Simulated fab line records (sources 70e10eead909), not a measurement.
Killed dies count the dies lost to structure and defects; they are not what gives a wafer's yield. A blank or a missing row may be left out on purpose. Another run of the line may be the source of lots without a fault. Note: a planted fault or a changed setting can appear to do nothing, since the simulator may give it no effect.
Chamber matching / flow nandHarc / NHARC_A_CHANNEL_FILL_D1_ALD_25 on aldHk-02 has 4 sister chambers
The step deposits SiOx, target thk 60 nm, pulse time 10 s, ald cycles 600. 14 wafers are shown with their chamber, then 7 later ones without.

== EACH WAFER AND ITS CHAMBER ==
wafer=L079.2; chamber=2; heaterPowerW (W)=557; precursorPulseHeightRel=1.029
wafer=L079.3; chamber=1; heaterPowerW (W)=535; precursorPulseHeightRel=1.034
wafer=L079.6; chamber=1; heaterPowerW (W)=539; precursorPulseHeightRel=1.003
wafer=L078.3; chamber=3; heaterPowerW (W)=509; precursorPulseHeightRel=1.031
wafer=L078.4; chamber=2; heaterPowerW (W)=585; precursorPulseHeightRel=1.003
wafer=L078.6; chamber=0; heaterPowerW (W)=453; precursorPulseHeightRel=1.010
wafer=L081.3; chamber=2; heaterPowerW (W)=563; precursorPulseHeightRel=0.999
wafer=L081.4; chamber=3; heaterPowerW (W)=512; precursorPulseHeightRel=0.978
wafer=L081.6; chamber=2; heaterPowerW (W)=563; precursorPulseHeightRel=1.016
wafer=L083.1; chamber=2; heaterPowerW (W)=577; precursorPulseHeightRel=0.975
wafer=L083.2; chamber=1; heaterPowerW (W)=548; precursorPulseHeightRel=1.021
wafer=L083.5; chamber=3; heaterPowerW (W)=487; precursorPulseHeightRel=1.009
wafer=L088.1; chamber=1; heaterPowerW (W)=545; precursorPulseHeightRel=1.018
wafer=L088.2; chamber=0; heaterPowerW (W)=451; precursorPulseHeightRel=0.994

SIGNATURES, as means of the wafers listed above
reading=heaterPowerW; chamber 0=452.00; chamber 1=541.75; chamber 2=569.00; chamber 3=502.67; scatter within a chamber=10.1
reading=precursorPulseHeightRel; chamber 0=1.00200; chamber 1=1.01900; chamber 2=1.00440; chamber 3=1.00600; scatter within a chamber=0.0191
Rule: for each reading, subtract the chamber's mean from the wafer's reading, divide by that reading's scatter and square the result; add these up over the readings and take the root, which gives the wafer's distance from the chamber. If the next closest chamber is less than 2 further off than the closest, the wafer can't be placed; otherwise it belongs to the closest. How the scatter is found: for the shown wafers, subtract from each reading the mean of its chamber, square and add these, divide the total by (wafers less chambers), then take the root.

== WAFERS WHOSE CHAMBER IS MISSING ==
wafer=L088.4; heaterPowerW (W)=465; precursorPulseHeightRel=0.984
wafer=L090.1; heaterPowerW (W)=550; precursorPulseHeightRel=0.991
wafer=L090.3; heaterPowerW (W)=444; precursorPulseHeightRel=0.970
wafer=L090.5; heaterPowerW (W)=469; precursorPulseHeightRel=1.005
wafer=L089.3; heaterPowerW (W)=469; precursorPulseHeightRel=0.992
wafer=L089.5; heaterPowerW (W)=561; precursorPulseHeightRel=0.996
wafer=L089.6; heaterPowerW (W)=456; precursorPulseHeightRel=1.015

== WHICH CHAMBER EACH ONE RAN IN ==
wafer=L088.4; from the rows above=0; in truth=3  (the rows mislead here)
wafer=L090.1; from the rows above=can't be placed: 1 or 2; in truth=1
wafer=L090.3; from the rows above=0; in truth=0
wafer=L090.5; from the rows above=can't be placed: 0 or 3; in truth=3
wafer=L089.3; from the rows above=can't be placed: 0 or 3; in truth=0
wafer=L089.5; from the rows above=can't be placed: 2 or 1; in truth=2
wafer=L089.6; from the rows above=0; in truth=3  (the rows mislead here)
Placed correctly: 1 of 7. Cannot be placed on the basis of these rows: 4; the candidates contain the true chamber in 4. 2 placed wrongly.
